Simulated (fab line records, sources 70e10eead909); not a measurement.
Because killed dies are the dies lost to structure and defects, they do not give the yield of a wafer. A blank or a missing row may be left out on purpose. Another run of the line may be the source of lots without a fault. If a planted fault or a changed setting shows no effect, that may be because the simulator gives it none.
Chamber matching / flow nand-harc / NHARC_P_BONDPAD_STRIP_15 on rie-diel-11: 4 sister chambers
The step strips in O2. 4 wafers are shown with their chamber, then 9 later ones without.

== WAFERS, EACH WITH ITS CHAMBER ==
wafer=L080.6; chamber=0; drypump-motor-current-A (A)=6.1
wafer=L086.4; chamber=3; drypump-motor-current-A (A)=5.5
wafer=L087.1; chamber=1; drypump-motor-current-A (A)=5.8
wafer=L087.4; chamber=2; drypump-motor-current-A (A)=5.3

== WAFERS MISSING THEIR CHAMBER ==
wafer=L093.3; drypump-motor-current-A (A)=5.4
wafer=L093.5; drypump-motor-current-A (A)=6.1
wafer=L093.6; drypump-motor-current-A (A)=5.9
wafer=L094.1; drypump-motor-current-A (A)=5.5
wafer=L094.2; drypump-motor-current-A (A)=5.4
wafer=L094.6; drypump-motor-current-A (A)=5.4
wafer=L096.1; drypump-motor-current-A (A)=6.1
wafer=L096.2; drypump-motor-current-A (A)=5.5
wafer=L096.4; drypump-motor-current-A (A)=5.9

== EACH ONE'S CHAMBER ==
wafer=L093.3; from the rows above=can't be placed: 3 or 2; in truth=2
wafer=L093.5; from the rows above=0; in truth=0
wafer=L093.6; from the rows above=can't be placed: 1 or 0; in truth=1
wafer=L094.1; from the rows above=3; in truth=3
wafer=L094.2; from the rows above=can't be placed: 3 or 2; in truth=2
wafer=L094.6; from the rows above=can't be placed: 3 or 2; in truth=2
wafer=L096.1; from the rows above=0; in truth=0
wafer=L096.2; from the rows above=3; in truth=3
wafer=L096.4; from the rows above=can't be placed: 1 or 0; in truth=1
4 of 9 placed correctly. Cannot be placed on the basis of these rows: 5; the candidates contain the true chamber in 5. Wrongly placed: 0.
How it was worked out, from the rows above alone: a wafer's distance from a chamber is the root of the sum, over the readings, of the square of ((its reading less the chamber's mean) divided by the reading's scatter). The wafer belongs to the nearest chamber; if the next one is less than 2 further off, it can't be placed. Each chamber's mean is taken over the wafers shown for it. The scatter (one wafer shown for each chamber): square how far every hidden wafer sits from the nearest shown wafer, average those squares and take the square root.
